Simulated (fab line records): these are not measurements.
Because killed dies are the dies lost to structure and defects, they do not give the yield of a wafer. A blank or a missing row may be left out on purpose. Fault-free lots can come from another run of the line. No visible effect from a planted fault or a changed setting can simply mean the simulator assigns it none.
fab line records	flow nand_harc
[record] lots = 24	wafers = 72	last_day = 24
route steps=1159 shown A_CONTACT@873
lots that met no fault: from a run of the same line without faults
start_h: hours from the record's first day to the start of the lot's first wafer shown	wait_h: hours since the lot's step before	" identical to the entry in the row above	L1.1+2: a single row standing in for several wafers	- value missing, or start not given	* or withheld: withheld	< > ~ a bound
route shown NAME@n: NAME is a module with steps in the file, n the number in the route of the first one	usual: average and standard deviation across the fault-free wafers	same: alike in all rows	chamber/n: place in a boat	sites: each site's reading	_std_site: standard deviation of those values	_edge_site: mean of outer sites minus mean of inner sites	radius_mm: how far each site lies from the wafer's centre	mask NAME#n: copy n	behind: the most recent tool/chamber to have shaped the wafer	hold: the reason the lot was held/the length of the hold in hours/how it ended	device: names the non-switching transistor (n, p or np)	end of line: tests run on the same wafers once the route is complete	for a step that has no rows: nothing shown but its recipe	killed: dies that structure and defects cost at the first sort, which is not the same as the wafer's yield	map: dies across one wafer; x = killed, . = not, _ = none there
set.NAME: the setting as run; set.NAME@STEP: as run at that earlier step	model.NAME: the simulator's own value behind a step, which no gauge read
the route's steps for a sample of lots (tables are steps, rows are wafers)
services: from which hour (start_h, from the record's first day; less than 0 if before it) a tool's chamber was out of use, for how many hours, and why
[[steps]]
[step NHARC_A_CONTACT_ETCH_122]
[recipe] source_w = withheld	pressure_mtorr = 20	bias_v = 3000	time_s = 95	target_depth_a = 9300	ar_flow_sccm = withheld	c4f8_flow_sccm = withheld	o2_flow_sccm = withheld	chemistry = C4F8/O2/Ar
lot.wafer	tool	chamber	start_h	wait_h	rf_hours_counter_h
L075.2	har_cap_etch-03	0	373.61	0.1	79
L075.1	"	1	"	"	79
L075.5	"	1	"	"	-
L076.1	har_cap_etch-02	1	375.99	0.1	8
L076.4	"	0	"	"	-
L076.6	"	1	"	"	-
L077.2	har_cap_etch-03	1	378.66	0.1	81
L077.1	"	0	"	"	81
L077.6	"	1	"	"	-
L074.1	har_cap_etch-03	1	384.77	0.1	82
L074.4	"	1	"	"	-
L074.6	"	0	"	"	-
L078.2	har_cap_etch-02	0	386.44	0.1	11
L078.1	"	1	"	"	11
L078.3	"	0	"	"	-
L079.2	har_cap_etch-03	1	392.53	0.1	85
L079.4	"	0	"	"	-
L079.6	"	0	"	"	-
L080.3	har_cap_etch-03	1	403.63	0.1	-
L080.4	"	0	"	"	-
L080.5	"	1	"	"	-
L081.1	har_cap_etch-02	1	409.94	0.1	15
L081.2	"	0	"	"	15
L081.6	"	0	"	"	-
L082.1	har_cap_etch-03	1	423.73	0.1	91
L082.6	"	1	"	"	-
L082.5	"	0	"	"	-
L083.1	har_cap_etch-01	0	424.88	0.1	67
L083.3	"	1	"	"	-
L083.5	"	0	"	"	-
L084.3	har_cap_etch-02	1	427.42	0.1	-
L084.6	"	1	"	"	-
L084.5	"	0	"	"	-
L086.2	har_cap_etch-01	1	434.84	0.1	69
L086.1	"	0	"	"	69
L086.4	"	0	"	"	-
L087.1	har_cap_etch-03	0	435.65	0.1	94
L087.2	"	1	"	"	94
L087.4	"	1	"	"	-
L085.1	har_cap_etch-03	1	448.56	0.1	96
L085.3	"	1	"	"	-
L085.5	"	1	"	"	-
L088.1	har_cap_etch-01	1	451.54	0.1	73
L088.4	"	0	"	"	-
L088.3	"	1	"	"	-
L091.2	har_cap_etch-01	0	462.35	0.1	74
L091.1	"	1	"	"	74
L091.3	"	0	"	"	-
L089.4	har_cap_etch-02	0	462.72	0.1	-
L089.3	"	1	"	"	-
L089.5	"	1	"	"	-
L090.1	har_cap_etch-02	0	467.41	0.1	25
L090.3	"	1	"	"	-
L090.4	"	0	"	"	-
L092.1	har_cap_etch-02	0	479.12	0.1	28
L092.4	"	0	"	"	-
L092.5	"	0	"	"	-
L096.1	har_cap_etch-02	0	488.23	0.1	29
L096.4	"	1	"	"	-
L096.3	"	0	"	"	-
L094.4	har_cap_etch-01	1	495.64	0.1	-
L094.3	"	0	"	"	-
L094.6	"	0	"	"	-
L095.2	har_cap_etch-03	0	497.18	0.1	103
L095.1	"	1	"	"	103
L095.3	"	1	"	"	-
L093.2	har_cap_etch-01	0	500.43	0.1	80
L093.4	"	0	"	"	-
L093.6	"	1	"	"	-
L097.1	har_cap_etch-02	1	508.67	0.1	33
L097.4	"	0	"	"	-
L097.5	"	1	"	"	-
[step NHARC_A_CONTACT_CD_MEAS_53]
[usual] cd_nm = 189.5/0.78
lot.wafer	tool	chamber	start_h	wait_h	cd_nm
L075.1	cd_sem-01	-	374.52	-	189.9
L075.2	"	-	"	"	189.5
L075.5	"	-	"	"	190.2
L076.1	cd_sem-02	-	376.89	-	190.2
L076.4	"	-	"	"	190.5
L076.6	"	-	"	"	190.8
L077.1	cd_sem-01	-	379.68	-	190.0
L077.2	"	-	"	"	189.8
L077.6	"	-	"	"	189.4
L074.1	cd_sem-02	-	385.66	-	187.9
L074.4	"	-	"	"	188.1
L074.6	"	-	"	"	188.4
L078.1	cd_sem-03	-	387.63	-	189.0
L078.2	"	-	"	"	188.8
L078.3	"	-	"	"	188.4
L079.2	cd_sem-02	-	393.50	-	188.9
L079.4	"	-	"	"	189.3
L079.6	"	-	"	"	189.3
L080.3	cd_sem-03	-	404.52	-	190.2
L080.4	"	-	"	"	190.1
L080.5	"	-	"	"	190.1
L081.1	cd_sem-02	-	411.16	-	189.8
L081.2	"	-	"	"	190.1
L081.6	"	-	"	"	189.8
L082.1	cd_sem-01	-	424.66	-	189.7
L082.5	"	-	"	"	189.8
L082.6	"	-	"	"	190.5
L083.1	cd_sem-02	-	425.81	-	190.0
L083.3	"	-	"	"	190.3
L083.5	"	-	"	"	190.2
L084.3	cd_sem-03	-	428.31	-	190.3
L084.5	"	-	"	"	191.3
L084.6	"	-	"	"	190.8
L086.1	cd_sem-03	-	435.75	-	188.8
L086.2	"	-	"	"	188.8
L086.4	"	-	"	"	188.7
L087.1	cd_sem-01	-	436.57	-	189.1
L087.2	"	-	"	"	189.1
L087.4	"	-	"	"	189.8
L085.1	cd_sem-01	-	449.62	-	190.9
L085.3	"	-	"	"	190.4
L085.5	"	-	"	"	190.5
L088.1	cd_sem-03	-	452.44	-	190.1
L088.3	"	-	"	"	189.9
L088.4	"	-	"	"	189.7
L091.1	cd_sem-03	-	463.26	-	189.6
L091.2	"	-	"	"	189.6
L091.3	"	-	"	"	189.4
L089.3	cd_sem-03	-	463.61	-	188.5
L089.4	"	-	"	"	188.4
L089.5	"	-	"	"	188.5
L090.1	cd_sem-03	-	468.30	-	189.6
L090.3	"	-	"	"	190.0
L090.4	"	-	"	"	189.0
L092.1	cd_sem-03	-	480.02	-	188.6
L092.4	"	-	"	"	188.6
L092.5	"	-	"	"	188.4
L096.1	cd_sem-01	-	489.12	-	189.2
L096.3	"	-	"	"	188.8
L096.4	"	-	"	"	188.9
L094.3	cd_sem-01	-	496.52	-	189.6
L094.4	"	-	"	"	189.2
L094.6	"	-	"	"	189.9
L095.1	cd_sem-02	-	498.28	-	189.5
L095.2	"	-	"	"	189.1
L095.3	"	-	"	"	189.7
L093.2	cd_sem-01	-	501.36	-	188.2
L093.4	"	-	"	"	188.0
L093.6	"	-	"	"	188.3
L097.1	cd_sem-02	-	509.61	-	190.3
L097.4	"	-	"	"	190.3
L097.5	"	-	"	"	190.1
[step NHARC_A_CONTACT_ETCH_75]
[recipe] target_depth_a = 390	over_etch_frac = 0.3	time_s = 65	ion_energy_ev = 80	cf4_flow_sccm = 150	ar_flow_sccm = 0	rf_w = 300	bias_w = 100	chemistry = CF4
[usual] bias_w = 100.03/0.29	drypump_motor_current_A = 5.76/0.24	oes_product_au = 1.001/0.0079	rf_fwd_power_W = 297.1/1.2	rf_vpp_V = 151.5/1.3	showerhead_plenum_p_Torr = 1.78/0.074	throttle_valve_pct = 13.284/0.0079
lot.wafer	tool	chamber	start_h	wait_h	bias_w	drypump_motor_current_A	oes_product_au	rf_fwd_power_W	rf_hours_counter_h	rf_vpp_V	showerhead_plenum_p_Torr	throttle_valve_pct
L075.1	rie_diel-02	3	379.57	0.1	99.96	6.08	0.993	296.6	14	152.2	1.81	13.272
L075.2	"	2	"	"	100.10	5.17	1.004	295.4	15	152.9	1.89	13.294
L075.5	"	0	"	"	100.10	5.86	0.991	296.2	-	149.7	1.70	13.291
L076.4	rie_diel-01	1	384.00	0.1	99.90	5.89	0.994	296.2	11	151.5	1.84	13.294
L076.1	"	0	"	"	100.26	6.18	1.005	298.4	10	151.3	1.80	13.280
L076.6	"	2	"	"	100.21	5.71	0.985	297.5	-	152.9	1.84	13.290
L077.1	rie_diel-01	3	385.95	0.1	100.30	5.65	1.008	296.3	11	150.5	1.64	13.273
L077.2	"	2	"	"	99.67	5.69	1.001	297.0	11	153.3	1.84	13.283
L077.6	"	3	"	"	100.51	5.67	0.997	298.1	-	151.3	1.64	13.278
L074.1	rie_diel-07	3	389.77	0.1	99.61	5.47	0.997	299.1	61	150.6	1.76	13.281
L074.4	"	1	"	"	100.06	5.58	0.998	298.0	56	151.8	1.77	13.284
L074.6	"	0	"	"	99.71	5.68	1.016	296.4	-	151.4	1.82	13.298
L078.2	rie_diel-01	2	392.75	0.1	100.24	5.68	0.988	296.5	14	153.4	1.84	13.291
L078.3	"	3	"	"	100.34	5.69	1.007	297.0	13	150.7	1.64	13.299
L078.1	"	1	"	"	100.09	5.93	0.992	295.9	14	152.1	1.84	13.285
L079.4	rie_diel-01	0	397.80	0.1	100.02	6.17	0.997	298.1	15	151.5	1.80	13.284
L079.2	"	1	"	"	100.29	5.92	1.003	296.7	16	151.6	1.84	13.277
L079.6	"	1	"	"	99.87	5.89	1.000	296.6	-	152.0	1.84	13.282
L080.3	rie_diel-01	2	408.58	0.1	100.13	5.65	0.991	296.5	17	152.2	1.84	13.287
L080.4	"	3	"	"	100.28	5.70	1.001	294.4	16	150.4	1.64	13.286
L080.5	"	3	"	"	100.07	5.68	1.000	295.5	-	149.1	1.64	13.284
L081.2	rie_diel-02	3	418.57	0.1	100.14	6.10	0.989	295.6	29	151.1	1.81	13.290
L081.1	"	1	"	"	100.32	5.47	0.996	296.7	29	151.1	1.67	13.286
L081.6	"	3	"	"	99.72	6.08	0.995	296.3	-	152.7	1.81	13.278
L082.1	rie_diel-01	1	428.52	0.1	99.89	5.87	1.004	296.3	22	152.8	1.84	13.272
L082.5	"	2	"	"	99.60	5.66	0.995	296.9	-	153.0	1.84	13.275
L082.6	"	3	"	"	100.16	5.68	0.995	296.8	-	148.5	1.64	13.281
L083.1	rie_diel-01	0	430.18	0.1	99.66	6.17	1.016	296.4	22	151.9	1.80	13.285
L083.3	"	1	"	"	100.01	5.89	1.012	296.9	23	152.0	1.84	13.290
L083.5	"	0	"	"	99.71	6.16	1.002	297.7	-	153.4	1.80	13.296
L084.3	rie_diel-01	1	432.17	0.1	99.63	5.87	1.010	295.6	23	150.9	1.84	13.297
L084.6	"	2	"	"	100.47	5.71	0.984	299.1	-	151.7	1.84	13.283
L084.5	"	3	"	"	100.15	5.68	1.007	297.4	-	148.8	1.64	13.279
L086.2	rie_diel-07	2	439.29	0.1	100.19	5.60	1.002	297.2	8	153.7	1.80	13.286
L086.1	"	3	"	"	100.06	5.45	1.013	298.2	10	150.4	1.76	13.285
L086.4	"	1	"	"	100.00	5.61	1.013	297.6	8	151.3	1.77	13.280
L087.1	rie_diel-01	2	440.14	0.1	100.21	5.69	0.986	298.2	24	151.9	1.84	13.296
L087.4	"	3	"	"	100.77	5.63	0.990	297.8	23	149.1	1.64	13.286
L087.2	"	0	"	"	100.25	6.17	0.998	297.8	24	152.1	1.80	13.287
L085.3	rie_diel-07	1	453.70	0.1	100.10	5.60	1.012	297.1	14	151.0	1.77	13.299
L085.1	"	2	"	"	99.75	5.61	0.999	294.6	13	152.2	1.80	13.275
L085.5	"	0	"	"	100.18	5.68	1.008	296.7	-	152.1	1.82	13.278
L088.3	rie_diel-01	3	457.68	0.1	100.43	5.65	1.003	295.8	25	149.7	1.64	13.293
L088.4	"	0	"	"	100.27	6.17	1.006	298.9	26	151.2	1.80	13.296
L088.1	"	1	"	"	99.88	5.85	1.011	296.4	27	151.6	1.83	13.289
L091.3	rie_diel-07	2	467.07	0.1	99.88	5.63	0.998	296.5	19	150.9	1.80	13.279
L091.1	"	3	"	"	99.85	5.44	1.009	298.2	20	151.5	1.76	13.286
L091.2	"	0	"	"	99.60	5.68	1.020	296.1	19	152.6	1.81	13.267
L089.4	rie_diel-01	1	467.33	0.1	99.54	5.85	1.001	294.9	30	152.1	1.83	13.277
L089.3	"	0	"	"	100.29	6.18	1.006	296.3	29	151.6	1.79	13.288
L089.5	"	2	"	"	99.72	5.67	0.991	297.9	-	154.3	1.84	13.280
L090.1	rie_diel-01	3	472.66	0.1	100.05	5.70	0.990	297.0	28	149.7	1.64	13.297
L090.4	"	0	"	"	99.90	6.17	0.994	297.9	30	149.5	1.79	13.277
L090.3	"	1	"	"	100.49	5.89	1.002	297.0	31	152.6	1.83	13.286
L092.1	rie_diel-01	2	483.59	0.1	99.70	5.67	0.991	297.2	31	151.9	1.84	13.276
L092.4	"	0	"	"	100.38	6.16	1.001	298.2	32	151.7	1.79	13.293
L092.5	"	2	"	"	99.91	5.69	0.989	296.9	-	151.0	1.84	13.287
L096.3	rie_diel-02	2	494.32	0.1	99.79	5.16	1.013	295.1	54	151.3	1.88	13.279
L096.1	"	3	"	"	99.99	6.08	1.000	296.7	54	151.0	1.80	13.263
L096.4	"	0	"	"	99.67	5.85	1.001	296.7	56	150.3	1.69	13.296
L094.3	rie_diel-02	0	500.10	0.1	100.27	5.85	1.003	294.9	59	150.7	1.69	13.284
L094.4	"	1	"	"	100.33	5.48	0.995	297.6	59	147.8	1.66	13.289
L094.6	"	2	"	"	99.72	5.14	1.004	296.2	-	151.8	1.87	13.290
L095.2	rie_diel-07	0	503.62	0.1	99.69	5.70	1.003	296.0	33	150.6	1.81	13.291
L095.1	"	1	"	"	99.95	5.64	1.008	298.8	32	150.5	1.76	13.278
L095.3	"	2	"	"	99.75	5.63	0.994	297.6	33	151.9	1.80	13.274
L093.2	rie_diel-01	0	505.04	0.1	99.77	6.16	1.017	299.0	0	150.6	1.79	13.293
L093.4	"	3	"	"	100.19	5.66	0.998	297.3	0	153.2	1.91	13.279
L093.6	"	0	"	"	100.02	6.16	1.008	297.6	-	152.4	1.79	13.284
L097.4	rie_diel-01	3	513.35	0.1	99.78	5.67	1.000	296.9	3	153.5	1.91	13.277
L097.1	"	1	"	"	99.62	5.92	0.991	297.8	4	152.8	1.83	13.287
L097.5	"	3	"	"	99.72	5.66	1.001	297.4	-	153.5	1.91	13.296
[step NHARC_A_CONTACT_ETCH_78]
[recipe] target_depth_a = 28000	over_etch_frac = 0.3	time_s = 728	ion_energy_ev = 150	o2_flow_sccm = 400	cos_flow_sccm = 20	ar_flow_sccm = 0	rf_w = 500	bias_w = 300	chemistry = O2/COS
[usual] bias_w = 300.0/1	drypump_motor_current_A = 5.78/0.24	oes_product_au = 1.000/0.0076	rf_fwd_power_W = 499.3/1.7	rf_vpp_V = 314.6/2	showerhead_plenum_p_Torr = 3.14/0.13	throttle_valve_pct = 28.331/0.0095
lot.wafer	tool	chamber	start_h	wait_h	bias_w	drypump_motor_current_A	oes_product_au	rf_fwd_power_W	rf_hours_counter_h	rf_vpp_V	showerhead_plenum_p_Torr	throttle_valve_pct
L075.2	rie_diel-02	3	-	-	300.6	6.11	1.004	496.4	15	315.2	3.20	28.337
L075.1	"	0	"	"	301.4	5.85	1.001	500.8	14	312.2	3.00	28.325
L075.5	"	0	"	"	300.1	5.85	0.991	499.4	-	313.9	3.00	28.340
L076.1	rie_diel-01	3	-	-	300.2	5.67	1.017	500.0	10	311.7	2.89	28.327
L076.4	"	1	"	"	298.5	5.90	1.006	499.5	12	316.1	3.25	28.332
L076.6	"	3	"	"	300.4	5.70	1.002	499.2	-	309.9	2.89	28.336
L077.1	rie_diel-01	2	-	-	300.2	5.70	0.994	498.6	11	317.9	3.26	28.342
L077.2	"	1	"	"	300.8	5.85	1.001	499.2	12	315.5	3.25	28.332
L077.6	"	2	"	"	298.6	5.71	0.983	498.4	-	316.3	3.26	28.328
L074.1	rie_diel-07	0	-	-	299.9	5.71	1.004	497.3	58	316.2	3.22	28.319
L074.4	"	1	"	"	298.2	5.62	0.996	497.3	56	314.4	3.13	28.327
L074.6	"	0	"	"	299.2	5.73	0.994	498.2	-	315.5	3.22	28.321
L078.2	rie_diel-01	0	-	-	300.8	6.17	1.003	497.9	14	315.0	3.18	28.322
L078.3	"	2	"	"	300.1	5.68	0.987	499.7	14	316.1	3.26	28.335
L078.1	"	3	"	"	299.1	5.69	0.994	499.7	13	311.2	2.89	28.334
L079.4	rie_diel-01	0	-	-	300.3	6.18	1.008	500.1	15	314.5	3.18	28.334
L079.2	"	1	"	"	300.4	5.92	0.990	499.0	16	315.5	3.25	28.352
L079.6	"	0	"	"	300.4	6.19	1.005	503.2	-	316.1	3.18	28.306
L080.4	rie_diel-01	2	-	-	300.3	5.68	0.993	499.7	17	315.8	3.25	28.336
L080.3	"	1	"	"	300.1	5.95	1.009	499.4	19	315.7	3.25	28.340
L080.5	"	2	"	"	301.1	5.71	0.993	500.2	-	315.5	3.25	28.329
L081.1	rie_diel-02	0	-	-	299.3	5.82	0.990	498.1	28	313.9	2.99	28.331
L081.2	"	1	"	"	299.6	5.53	0.995	499.3	29	311.0	2.94	28.327
L081.6	"	0	"	"	300.9	5.84	0.996	496.8	-	312.3	2.99	28.338
L082.1	rie_diel-01	2	-	-	299.1	5.71	0.980	499.0	21	317.7	3.25	28.324
L082.5	"	2	"	"	299.3	5.70	0.994	497.3	-	315.5	3.25	28.340
L082.6	"	3	"	"	301.7	5.69	0.992	500.6	-	310.9	2.89	28.331
L083.3	rie_diel-01	1	-	-	299.5	5.89	1.004	500.0	23	314.9	3.24	28.353
L083.1	"	2	"	"	299.7	5.71	0.991	499.4	22	315.6	3.25	28.325
L083.5	"	3	"	"	299.2	5.69	1.001	501.5	-	310.3	2.89	28.325
L084.3	rie_diel-01	2	-	-	301.4	5.69	0.985	499.9	22	315.1	3.25	28.323
L084.5	"	1	"	"	301.5	5.93	1.004	497.7	-	316.3	3.24	28.333
L084.6	"	2	"	"	301.6	5.70	0.998	501.5	-	316.9	3.25	28.346
L086.4	rie_diel-07	1	-	-	301.2	5.61	0.999	501.5	8	313.8	3.12	28.329
L086.2	"	2	"	"	299.6	5.61	0.996	501.7	8	316.3	3.18	28.333
L086.1	"	0	"	"	300.0	5.70	1.003	498.9	10	315.1	3.21	28.334
L087.1	rie_diel-01	3	-	-	300.1	5.68	1.001	495.5	23	311.9	2.89	28.319
L087.4	"	1	"	"	299.3	5.86	1.002	497.4	25	314.7	3.24	28.330
L087.2	"	2	"	"	300.8	5.71	0.988	499.9	24	314.4	3.25	28.342
L085.3	rie_diel-07	1	-	-	299.5	5.59	0.997	497.8	14	315.0	3.12	28.334
L085.1	"	3	"	"	299.1	5.44	1.002	501.4	15	314.2	3.10	28.328
L085.5	"	2	"	"	302.1	5.65	1.001	501.6	-	314.9	3.18	28.327
L088.1	rie_diel-01	2	-	-	297.3	5.70	0.986	501.3	26	316.7	3.25	28.334
L088.4	"	0	"	"	301.2	6.18	1.010	499.6	27	315.1	3.17	28.329
L088.3	"	1	"	"	300.6	5.87	1.008	500.5	27	315.8	3.24	28.336
L091.3	rie_diel-07	0	-	-	299.0	5.71	1.006	497.6	20	315.6	3.20	28.315
L091.1	"	2	"	"	298.6	5.63	0.995	500.3	19	314.6	3.18	28.332
L091.2	"	3	"	"	299.5	5.45	1.001	499.6	20	314.2	3.10	28.311
L089.3	rie_diel-01	1	-	-	299.9	5.82	1.004	500.4	30	315.8	3.24	28.331
L089.4	"	3	"	"	300.6	5.67	0.994	497.1	28	311.7	2.89	28.330
L089.5	"	1	"	"	300.1	5.85	1.000	498.6	-	315.6	3.24	28.325
L090.3	rie_diel-01	1	-	-	298.5	5.90	1.002	496.6	31	316.8	3.24	28.325
L090.4	"	3	"	"	299.3	5.69	0.990	500.4	29	311.3	2.89	28.338
L090.1	"	0	"	"	300.1	6.19	0.996	500.1	30	315.7	3.17	28.334
L092.4	rie_diel-01	1	-	-	299.1	5.90	0.997	500.9	33	316.5	3.24	28.335
L092.1	"	2	"	"	300.1	5.71	0.996	499.2	32	316.1	3.25	28.331
L092.5	"	0	"	"	300.4	6.17	0.999	498.7	-	315.9	3.17	28.344
L096.4	rie_diel-02	1	-	-	298.5	5.48	1.005	502.2	57	312.5	2.93	28.318
L096.3	"	2	"	"	300.8	5.15	1.009	497.0	54	317.2	3.31	28.329
L096.1	"	3	"	"	299.2	6.07	1.012	500.5	54	315.7	3.18	28.341
L094.3	rie_diel-02	0	-	-	299.5	5.83	0.992	498.6	59	312.3	2.98	28.315
L094.4	"	1	"	"	300.0	5.53	1.000	500.1	59	311.8	2.93	28.328
L094.6	"	3	"	"	299.5	6.12	0.999	497.4	-	314.9	3.18	28.314
L095.3	rie_diel-07	0	-	-	301.0	5.71	1.009	497.4	34	315.4	3.20	28.320
L095.1	"	1	"	"	300.9	5.61	0.996	498.6	32	313.1	3.11	28.331
L095.2	"	2	"	"	301.2	5.63	0.993	498.1	34	315.2	3.17	28.318
L093.2	rie_diel-01	3	-	-	299.0	5.72	0.991	501.1	1	317.8	3.37	28.313
L093.4	"	0	"	"	299.1	6.18	1.005	501.5	0	315.4	3.17	28.344
L093.6	"	3	"	"	299.1	5.71	0.998	499.2	-	318.4	3.37	28.343
L097.4	rie_diel-01	2	-	-	300.0	5.70	0.994	500.9	4	316.5	3.24	28.328
L097.1	"	3	"	"	299.5	5.69	1.009	501.9	4	318.1	3.37	28.343
L097.5	"	1	"	"	300.4	5.89	1.004	498.6	-	315.6	3.24	28.331
[step NHARC_A_CONTACT_ETCH_128]
[recipe] source_w = withheld	pressure_mtorr = 20	bias_v = 1200	time_s = 155	target_depth_a = 9560	ar_flow_sccm = withheld	c4f8_flow_sccm = withheld	o2_flow_sccm = withheld	chemistry = C4F8/O2/Ar
lot.wafer	tool	chamber	start_h	wait_h	rf_hours_counter_h
L075.2	har_cap_etch-02	1	381.36	0.1	10
L075.1	"	0	"	"	10
L075.5	"	0	"	"	-
L076.1	har_cap_etch-03	0	385.94	0.1	83
L076.4	"	1	"	"	-
L076.6	"	1	"	"	-
L077.2	har_cap_etch-01	1	387.71	0.1	60
L077.1	"	0	"	"	60
L077.6	"	0	"	"	-
L074.1	har_cap_etch-01	0	391.65	0.2	62
L074.4	"	0	"	"	-
L074.6	"	1	"	"	-
L078.1	har_cap_etch-02	0	394.69	0.2	13
L078.2	"	1	"	"	13
L078.3	"	1	"	"	-
L079.2	har_cap_etch-03	1	399.49	0.1	87
L079.4	"	1	"	"	-
L079.6	"	1	"	"	-
L080.3	har_cap_etch-03	1	410.29	0.1	-
L080.4	"	0	"	"	-
L080.5	"	1	"	"	-
L081.2	har_cap_etch-01	1	420.23	0.1	65
L081.1	"	0	"	"	65
L081.6	"	1	"	"	-
L082.1	har_cap_etch-01	0	430.33	0.1	68
L082.5	"	0	"	"	-
L082.6	"	1	"	"	-
L083.1	har_cap_etch-03	0	431.87	0.1	92
L083.3	"	0	"	"	-
L083.5	"	1	"	"	-
L084.3	har_cap_etch-02	0	433.91	0.1	-
L084.6	"	0	"	"	-
L084.5	"	1	"	"	-
L086.2	har_cap_etch-02	0	440.95	0.1	20
L086.1	"	1	"	"	20
L086.4	"	1	"	"	-
L087.1	har_cap_etch-01	0	441.80	0.1	71
L087.2	"	1	"	"	71
L087.4	"	1	"	"	-
L085.1	har_cap_etch-02	1	455.58	0.2	22
L085.3	"	0	"	"	-
L085.5	"	1	"	"	-
L088.1	har_cap_etch-03	1	459.59	0.1	97
L088.4	"	0	"	"	-
L088.3	"	1	"	"	-
L091.2	har_cap_etch-03	0	468.73	0.1	100
L091.1	"	1	"	"	100
L091.3	"	1	"	"	-
L089.4	har_cap_etch-01	1	469.15	0.1	-
L089.3	"	0	"	"	-
L089.5	"	0	"	"	-
L090.1	har_cap_etch-02	1	474.39	0.1	26
L090.4	"	1	"	"	-
L090.3	"	0	"	"	-
L092.1	har_cap_etch-01	1	485.30	0.1	77
L092.4	"	0	"	"	-
L092.5	"	0	"	"	-
L096.1	har_cap_etch-02	0	496.02	0.1	30
L096.4	"	1	"	"	-
L096.3	"	0	"	"	-
L094.4	har_cap_etch-02	1	501.89	0.1	-
L094.3	"	0	"	"	-
L094.6	"	1	"	"	-
L095.1	har_cap_etch-01	1	505.29	0.1	81
L095.2	"	0	"	"	81
L095.3	"	1	"	"	-
L093.2	har_cap_etch-03	0	507.00	0.2	105
L093.4	"	0	"	"	-
L093.6	"	1	"	"	-
L097.1	har_cap_etch-01	0	515.32	0.2	84
L097.4	"	0	"	"	-
L097.5	"	1	"	"	-
[step NHARC_A_CONTACT_OVL_MEAS_09]
[usual] overlay_x_nm = 0.3/0.69	overlay_y_nm = 0.0/0.83
lot.wafer	tool	chamber	start_h	wait_h	overlay_x_nm	overlay_y_nm
L075.1	overlay-01	-	388.21	-	0.2	0.3
L075.2	"	-	"	"	0.8	0.5
L075.5	"	-	"	"	0.8	0.4
L076.1	overlay-01	-	392.75	-	1.1	1.4
L076.4	"	-	"	"	0.2	1.8
L076.6	"	-	"	"	0.1	0.7
L077.1	overlay-01	-	393.79	-	0.9	-1.8
L077.2	"	-	"	"	0.6	-1.3
L077.6	"	-	"	"	1.0	-1.6
L074.1	overlay-01	-	398.70	-	0.6	-0.2
L074.4	"	-	"	"	0.7	-0.6
L074.6	"	-	"	"	0.5	-0.1
L078.1	overlay-01	-	400.23	-	0.2	-0.1
L078.2	"	-	"	"	1.3	0.5
L078.3	"	-	"	"	0.9	-0.3
L079.2	overlay-01	-	404.26	-	0.5	-0.1
L079.4	"	-	"	"	0.8	-0.1
L079.6	"	-	"	"	0.8	0.5
L080.3	overlay-02	-	419.64	-	0.5	-0.1
L080.4	"	-	"	"	1.2	-0.2
L080.5	"	-	"	"	1.1	-0.7
L081.1	overlay-02	-	424.92	-	0.3	-0.1
L081.2	"	-	"	"	0.7	-0.4
L081.6	"	-	"	"	0.4	-0.7
L082.1	overlay-01	-	434.86	-	-0.9	-0.7
L082.5	"	-	"	"	-0.6	-0.7
L082.6	"	-	"	"	-0.4	-0.5
L083.1	overlay-02	-	436.28	-	-0.3	-0.1
L083.3	"	-	"	"	0.0	0.0
L083.5	"	-	"	"	0.6	0.0
L084.3	overlay-01	-	438.46	-	0.4	1.2
L084.5	"	-	"	"	0.6	1.6
L084.6	"	-	"	"	0.2	0.9
L086.1	overlay-02	-	448.87	-	1.2	-0.6
L086.2	"	-	"	"	1.7	-0.6
L086.4	"	-	"	"	1.2	0.1
L087.1	overlay-02	-	449.72	-	-0.3	0.3
L087.2	"	-	"	"	-0.5	0.6
L087.4	"	-	"	"	-0.9	-0.1
L085.1	overlay-02	-	461.29	-	1.5	-0.7
L085.3	"	-	"	"	0.6	-0.4
L085.5	"	-	"	"	1.1	-0.9
L088.1	overlay-01	-	464.57	-	-0.3	0.5
L088.3	"	-	"	"	0.4	-0.4
L088.4	"	-	"	"	-0.1	-0.5
L089.3	overlay-02	-	474.22	-	1.1	-1.4
L089.4	"	-	"	"	1.4	-1.3
L089.5	"	-	"	"	1.9	-1.4
L091.1	overlay-01	-	475.13	-	-0.3	-0.2
L091.2	"	-	"	"	-0.4	-1.0
L091.3	"	-	"	"	-0.6	0.0
L090.1	overlay-01	-	478.98	-	-0.2	-1.0
L090.3	"	-	"	"	-0.2	-1.0
L090.4	"	-	"	"	-0.1	-0.4
L092.1	overlay-02	-	492.06	-	0.1	1.3
L092.4	"	-	"	"	0.4	1.1
L092.5	"	-	"	"	0.3	1.4
L096.1	overlay-01	-	500.53	-	0.5	1.5
L096.3	"	-	"	"	0.5	1.7
L096.4	"	-	"	"	0.5	1.6
L094.3	overlay-02	-	509.16	-	-1.2	0.7
L094.4	"	-	"	"	-0.9	0.3
L094.6	"	-	"	"	-1.0	0.0
L095.1	overlay-02	-	510.75	-	-0.4	0.4
L095.2	"	-	"	"	-1.1	-0.3
L095.3	"	-	"	"	0.1	-0.1
L093.2	overlay-01	-	511.75	-	-0.2	1.3
L093.4	"	-	"	"	-0.9	0.6
L093.6	"	-	"	"	-0.1	0.3
L097.1	overlay-01	-	520.97	-	-0.8	0.6
L097.4	"	-	"	"	-0.8	0.6
L097.5	"	-	"	"	-0.6	0.5
[[services]]
tool	chamber	start_h	hours	kind
rie_diel-01	0	372.81	-	clean
rie_diel-01	1	372.81	-	clean
rie_diel-01	2	372.81	-	clean
rie_diel-01	3	372.81	-	clean
rie_diel-07	0	379.37	1.6	repair
rie_diel-01	0	397.31	-	clean
rie_diel-01	1	397.31	-	clean
rie_diel-01	2	397.31	-	clean
rie_diel-01	3	397.31	-	clean
rie_diel-07	-	405.36	9.0	pm
har_cap_etch-03	-	408.22	0.1	repair
rie_diel-02	1	414.90	1.6	repair
rie_diel-01	0	421.89	-	clean
rie_diel-01	1	421.89	-	clean
rie_diel-01	2	421.89	-	clean
rie_diel-01	3	421.89	-	clean
rie_diel-01	0	446.39	-	clean
rie_diel-01	1	446.39	-	clean
rie_diel-01	2	446.39	-	clean
rie_diel-01	3	446.39	-	clean
rie_diel-01	0	470.91	-	clean
rie_diel-01	1	470.91	-	clean
rie_diel-01	-	491.81	9.0	pm
rie_diel-02	-	505.80	9.0	pm
[[key]]
fault none
